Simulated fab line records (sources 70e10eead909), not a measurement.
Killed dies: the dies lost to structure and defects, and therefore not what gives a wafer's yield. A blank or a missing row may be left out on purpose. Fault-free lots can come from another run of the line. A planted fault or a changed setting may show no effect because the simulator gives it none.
Matching of chambers    flow nand harc    NHARC_A_CONTACT_DESCUM_74 on rie diel-09 has 4 sister chambers
The step chemistry O2, time 3 s. 14 wafers are shown with their chamber, then 7 later ones without.

WAFERS, EACH WITH ITS CHAMBER
wafer   chamber  showerhead plenum p Torr (Torr)  drypump motor current A (A)  rf vpp V (V)
L359.1  2        1.78                             5.6                          57.0
L359.2  1        1.77                             5.7                          56.4
L359.5  0        2.02                             5.3                          58.4
L362.3  2        1.78                             5.6                          56.1
L362.4  0        2.02                             5.3                          59.0
L362.5  1        1.77                             5.7                          56.3
L364.1  3        1.79                             6.2                          58.1
L364.4  2        1.78                             5.7                          57.1
L364.6  3        1.79                             6.2                          55.4
L372.4  0        2.02                             5.3                          59.2
L372.5  1        1.76                             5.6                          58.5
L372.6  2        1.78                             5.7                          55.4
L374.1  0        2.01                             5.3                          58.6
L374.2  3        1.78                             6.2                          58.5

SIGNATURES (averages over the wafers above)
reading                   chamber 0  chamber 1  chamber 2  chamber 3  scatter within a chamber
showerhead plenum p Torr  2.0175     1.7667     1.7800     1.7867     0.00456
drypump motor current A   5.300      5.667      5.650      6.200      0.0408
rf vpp V                  58.800     57.067     56.400     57.333     1.05
Rule: for each reading, subtract the chamber's mean from the wafer's reading, divide by that reading's scatter and square the result; add these up over the readings and take the root, which gives the wafer's distance from the chamber. If the next closest chamber is less than 2 further off than the closest, the wafer can't be placed; otherwise it belongs to the closest. The scatter: the root of (the sum of the squares of (reading less its chamber's mean) over the shown wafers, divided by (wafers less chambers)).

WAFERS WITHOUT THEIR CHAMBER
wafer   showerhead plenum p Torr (Torr)  drypump motor current A (A)  rf vpp V (V)
L374.3  1.76                             5.7                          56.7
L380.1  1.78                             6.2                          56.4
L380.2  2.08                             5.6                          58.2
L380.5  1.77                             5.7                          57.7
L382.1  1.78                             6.2                          56.3
L382.3  1.77                             5.6                          57.5
L382.6  1.78                             6.2                          56.3

CHAMBER TAKEN BY EACH
wafer    from the rows above       in truth
L374.3   1                         1
L380.1   3                         3
L380.2   0                         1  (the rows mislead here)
L380.5   can't be placed: 1 or 2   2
L382.1   3                         3
L382.3   can't be placed: 1 or 2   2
L382.6   3                         3
Correctly placed: 4 of 7. Not placeable from these rows: 2 (in 2, the candidates include the true chamber). Number placed wrongly: 1.
